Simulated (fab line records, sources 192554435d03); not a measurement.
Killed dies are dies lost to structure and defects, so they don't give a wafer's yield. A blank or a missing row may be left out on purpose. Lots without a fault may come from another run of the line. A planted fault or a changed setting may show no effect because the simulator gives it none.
Which tool did it? | flow n5_finfet | 9 lots, 27 wafers sampled, at 7 steps of a route of 1938

WHAT THE GAUGES READ, wafer by wafer
N5_BEOL_M4_INSPECT_59: inspects for defects (darkfield). Usual: raw_defect_count 75, standard deviation 27.
lot  | measured     | on                | raw_defect_count | flag
L880 | day 9 23:52  | defect_inspect-02 | 37 41 37         |
L881 | day 11 01:38 | defect_inspect-02 | 91 90 73         |
L887 | day 13 04:01 | defect_inspect-01 | 854 915 883      | OFF
L890 | day 13 09:53 | defect_inspect-01 | 43 38 59         |
L892 | day 13 20:18 | defect_inspect-01 | 812 818 760      | OFF
L894 | day 14 01:38 | defect_inspect-01 | 54 44 56         |
L896 | day 14 10:25 | defect_inspect-01 | 66 100 69        |
L898 | day 14 21:41 | defect_inspect-01 | 120 95 97        |
L899 | day 16 01:29 | defect_inspect-02 | 76 83 51         |

N5_BEOL_M4_RC_MEAS_101. Usual: DIBL_N 36.0 mV/V, standard deviation 1.9; DIBL_P 35.6 mV/V, standard deviation 2.2; IOFF_N 0.15 nA/um, standard deviation 0.031; IOFF_P 0.19 nA/um, standard deviation 0.032; ION_N 668 uA/um, standard deviation 11; ION_P 455 uA/um, standard deviation 7.2; SS_N 71.5 mV/dec, standard deviation 0.65; SS_P 73.4 mV/dec, standard deviation 0.64; VT_N 251 mV, standard deviation 3.6; VT_P -253 mV, standard deviation 3.3.
lot  | measured     | on        | DIBL_N (mV/V)  | DIBL_P (mV/V)  | IOFF_N (nA/um) | IOFF_P (nA/um) | ION_N (uA/um) | ION_P (uA/um) | SS_N (mV/dec)  | SS_P (mV/dec)  | VT_N (mV)   | VT_P (mV)      | flag
L880 | day 9 23:53  | prober-01 | 34.7 40.0 37.7 | 34.5 38.0 36.0 | 0.14 0.23 0.18 | 0.19 0.25 0.22 | 665 681 669   | 458 457 465   | 70.7 72.7 71.5 | 72.5 74.4 74.2 | 252 249 249 | -251 -250 -251 |
L881 | day 11 01:40 | prober-02 | 33.2 38.8 34.7 | 32.0 39.7 34.8 | 0.11 0.21 0.13 | 0.14 0.25 0.18 | 649 672 658   | 441 453 454   | 72.3 73.0 71.3 | 71.9 73.9 73.4 | 260 246 255 | -256 -249 -252 |
L887 | day 13 04:21 | prober-02 | 33.7 33.0 34.4 | 31.6 31.3 33.1 | 0.12 0.12 0.13 | 0.15 0.15 0.17 | 657 653 658   | 449 451 456   | 70.3 70.8 70.9 | 73.2 72.9 73.0 | 254 254 253 | -255 -258 -253 |
L890 | day 13 09:55 | prober-02 | 38.4 37.1 35.3 | 38.4 36.7 34.2 | 0.19 0.15 0.12 | 0.22 0.20 0.16 | 677 670 670   | 462 460 461   | 70.7 71.2 70.6 | 74.3 72.8 72.8 | 246 252 252 | -246 -250 -255 |
L892 | day 13 20:47 | prober-01 | 34.9 35.5 33.6 | 35.3 36.0 34.6 | 0.14 0.15 0.13 | 0.18 0.20 0.18 | 667 662 667   | 454 450 461   | 71.1 71.2 71.0 | 73.0 73.4 73.0 | 251 249 251 | -253 -248 -252 |
L894 | day 14 01:58 | prober-02 | 39.8 38.8 38.1 | 39.7 38.4 37.0 | 0.22 0.18 0.17 | 0.24 0.24 0.20 | 700 674 671   | 467 462 458   | 71.8 72.7 71.4 | 74.1 74.6 73.9 | 248 248 250 | -250 -252 -253 |
L896 | day 14 10:26 | prober-02 | 35.0 35.7 36.2 | 34.7 34.8 35.4 | 0.14 0.15 0.14 | 0.19 0.18 0.19 | 672 666 658   | 460 452 449   | 71.3 72.6 71.9 | 73.9 74.2 73.3 | 254 251 256 | -254 -253 -252 |
L898 | day 14 21:43 | prober-02 | 33.1 34.7 34.6 | 33.5 35.8 37.0 | 0.11 0.13 0.14 | 0.13 0.16 0.17 | 662 666 665   | 444 443 449   | 70.6 71.6 71.9 | 72.9 73.6 74.3 | 259 255 252 | -262 -262 -259 |
L899 | day 16 01:31 | prober-01 | 34.9 34.3 37.0 | 33.6 33.6 36.7 | 0.13 0.12 0.16 | 0.17 0.18 0.24 | 671 653 684   | 460 451 469   | 71.2 70.9 71.4 | 73.1 73.2 74.6 | 250 254 248 | -252 -253 -246 |

N5_BEOL_M5_INSPECT_13: inspects for defects (brightfield). Usual: raw_defect_count 415, standard deviation 100.
lot  | measured     | on                | raw_defect_count | flag
L880 | day 10 03:29 | defect_inspect-01 | 276 257 361      |
L881 | day 11 03:55 | defect_inspect-01 | 475 499 456      |
L887 | day 13 07:01 | defect_inspect-01 | 1124 1079 1158   | OFF
L890 | day 13 12:42 | defect_inspect-01 | 352 359 270      |
L892 | day 13 23:07 | defect_inspect-01 | 1071 1173 1047   | OFF
L894 | day 14 04:59 | defect_inspect-01 | 233 355 336      |
L896 | day 14 14:56 | defect_inspect-01 | 477 486 340      |
L898 | day 15 00:35 | defect_inspect-02 | 424 387 448      |
L899 | day 16 04:02 | defect_inspect-02 | 304 324 331      |

WHICH TOOL RAN EACH LOT (tool, then ch and the chambers of the sampled wafers, then the start)
lot  | N5_BEOL_M4_SPUTTER_94        | N5_BEOL_M4_ANNEAL_51             | N5_BEOL_M4_CMP_52             | N5_BEOL_M4_PRE_CLEAN_60
L880 | pvd_sputter-03, day 9 22:21  | rtp_anneal-02 ch 0, day 9 22:59  | cmp-04 ch 0,2,3, day 9 23:22  | cvd_co-02 ch 0,1,2, day 9 23:37
L881 | pvd_sputter-01, day 11 00:15 | rtp_anneal-01 ch 0, day 11 00:40 | cmp-04 ch 0,1,2, day 11 00:58 | cvd_co-02 ch 0,1,2, day 11 01:23
L887 | pvd_sputter-02, day 13 02:42 | rtp_anneal-02 ch 0, day 13 03:13 | cmp-01 ch 1,2,3, day 13 03:26 | cvd_co-02 ch 1,2, day 13 03:46
L890 | pvd_sputter-02, day 13 08:36 | rtp_anneal-01 ch 0, day 13 09:01 | cmp-03 ch 1,3, day 13 09:21   | cvd_co-01 ch 1,2, day 13 09:38
L892 | pvd_sputter-03, day 13 19:00 | rtp_anneal-02 ch 0, day 13 19:33 | cmp-01 ch 1,2,3, day 13 19:50 | cvd_co-02 ch 0,1,2, day 13 20:04
L894 | pvd_sputter-01, day 14 00:20 | rtp_anneal-02 ch 0, day 14 00:51 | cmp-04 ch 0,1,2, day 14 01:05 | cvd_co-01 ch 0,1,2, day 14 01:23
L896 | pvd_sputter-01, day 14 09:06 | rtp_anneal-02 ch 0, day 14 09:31 | cmp-03 ch 1,2,3, day 14 09:49 | cvd_co-01 ch 0,2, day 14 10:08
L898 | pvd_sputter-01, day 14 20:23 | rtp_anneal-02 ch 0, day 14 20:49 | cmp-01 ch 0,1,2, day 14 21:08 | cvd_co-01 ch 1,2, day 14 21:26
L899 | pvd_sputter-03, day 16 00:08 | rtp_anneal-01 ch 0, day 16 00:35 | cmp-03 ch 0,1,3, day 16 00:53 | cvd_co-01 ch 0,2, day 16 01:13
- N5_BEOL_M4_SPUTTER_94: material Cu, target thk 4.5 nm, time 8.29 s.
- N5_BEOL_M4_ANNEAL_51: time 90 s.
- N5_BEOL_M4_CMP_52: polishes, stops on SiOC, t overpolish 6.8 s, target thk 40 nm.
- N5_BEOL_M4_PRE_CLEAN_60: time 15 s.

WHAT THE TOOLS THEMSELVES READ (means of the sampled wafers that have a number; where no wafer has one, the mark that the record gives instead)
N5_BEOL_M4_SPUTTER_94. Usual: throttle_valve_pct 29.8 %, standard deviation 0.79.
lot  | tool           | throttle_valve_pct (%) | flag
L880 | pvd_sputter-03 | 30.2                   |
L881 | pvd_sputter-01 | 29.9                   |
L887 | pvd_sputter-02 | 29.5                   |
L890 | pvd_sputter-02 | 29.7                   |
L892 | pvd_sputter-03 | 29.7                   |
L894 | pvd_sputter-01 | 29.4                   |
L896 | pvd_sputter-01 | 30.5                   |
L898 | pvd_sputter-01 | 29.8                   |
L899 | pvd_sputter-03 | 29.6                   |

N5_BEOL_M4_ANNEAL_51. Usual: wafer_temp_C_max 226.3, standard deviation 0.38.
lot  | tool          | wafer_temp_C_max | flag
L880 | rtp_anneal-02 | 226.0            |
L881 | rtp_anneal-01 | 226.0            |
L887 | rtp_anneal-02 | 226.6            |
L890 | rtp_anneal-01 | 226.2            |
L892 | rtp_anneal-02 | 226.5            |
L894 | rtp_anneal-02 | 226.2            |
L896 | rtp_anneal-02 | 226.6            |
L898 | rtp_anneal-02 | 226.4            |
L899 | rtp_anneal-01 | 226.0            |

N5_BEOL_M4_CMP_52. Usual: barrier_field_endpoint_s 24.7 s, standard deviation 0.58; motor_current_A 5.9 A, standard deviation 0.41; overpolish_run_s 6.800 s, standard deviation 0.0089; time_to_endpoint_s 62.1 s, standard deviation 2.8.
lot  | tool   | barrier_field_endpoint_s (s) | motor_current_A (A) | overpolish_run_s (s) | time_to_endpoint_s (s) | flag
L880 | cmp-04 | 24.3                         | 5.7                 | 6.804                | 59.5                   |
L881 | cmp-04 | 24.4                         | 5.5                 | 6.801                | 62.1                   |
L887 | cmp-01 | 24.3                         | 6.0                 | 6.798                | 60.1                   |
L890 | cmp-03 | 24.8                         | 5.8                 | 6.807                | 62.5                   |
L892 | cmp-01 | 24.6                         | 6.0                 | 6.796                | 61.9                   |
L894 | cmp-04 | 25.4                         | 5.6                 | 6.796                | 66.2                   |
L896 | cmp-03 | 24.7                         | 6.1                 | 6.809                | 60.9                   |
L898 | cmp-01 | 23.9                         | 5.7                 | 6.806                | 58.5                   |
L899 | cmp-03 | 24.4                         | 6.3                 | 6.809                | 61.4                   |

N5_BEOL_M4_PRE_CLEAN_60. Usual: heater_power_w 91 W, standard deviation 13.
lot  | tool      | heater_power_w (W) | flag
L880 | cvd_co-02 | 91                 |
L881 | cvd_co-02 | 90                 |
L887 | cvd_co-02 | 94                 |
L890 | cvd_co-01 | 91                 |
L892 | cvd_co-02 | 91                 |
L894 | cvd_co-01 | 91                 |
L896 | cvd_co-01 | 101                |
L898 | cvd_co-01 | 91                 |
L899 | cvd_co-01 | 101                |

THE ANSWER, worked out from the rows above alone
Rule: a lot is off if the mean of its wafers that have a number lies more than 3 standard deviations from the usual mean. A lot without any number at a reading at which 4 lots or more have one is off too. The other lots that the step has rows for count as sound. The gauges are gone through in route order, then the tools' own readings, and for those a lot's mean is taken as printed above. The first step at which some lot is off is used, and at that step the reading that is off furthest; a lot without a number counts as furthest.
Off: L887, L892, at N5_BEOL_M4_INSPECT_59 (raw_defect_count).
A tool fits if, at a process step before that reading, it ran every lot that is off, and no sound lot after the first of them. The gauges at N5_BEOL_M4_INSPECT_59 are tried like those tools. One fits: cvd_co-02 at N5_BEOL_M4_PRE_CLEAN_60. Its last sound lot is L881 (day 11 01:23), its first lot that is off L887 (day 13 03:46): a fault that began between those two fits.

WHAT THE SIMULATOR HAD PUT IN
Chamber particle source: cvd_co-02, from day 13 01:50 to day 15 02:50, at N5_BEOL_M4_PRE_CLEAN_60. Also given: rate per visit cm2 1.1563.
Lots struck among those shown: L887, L892. The rule above found the same.
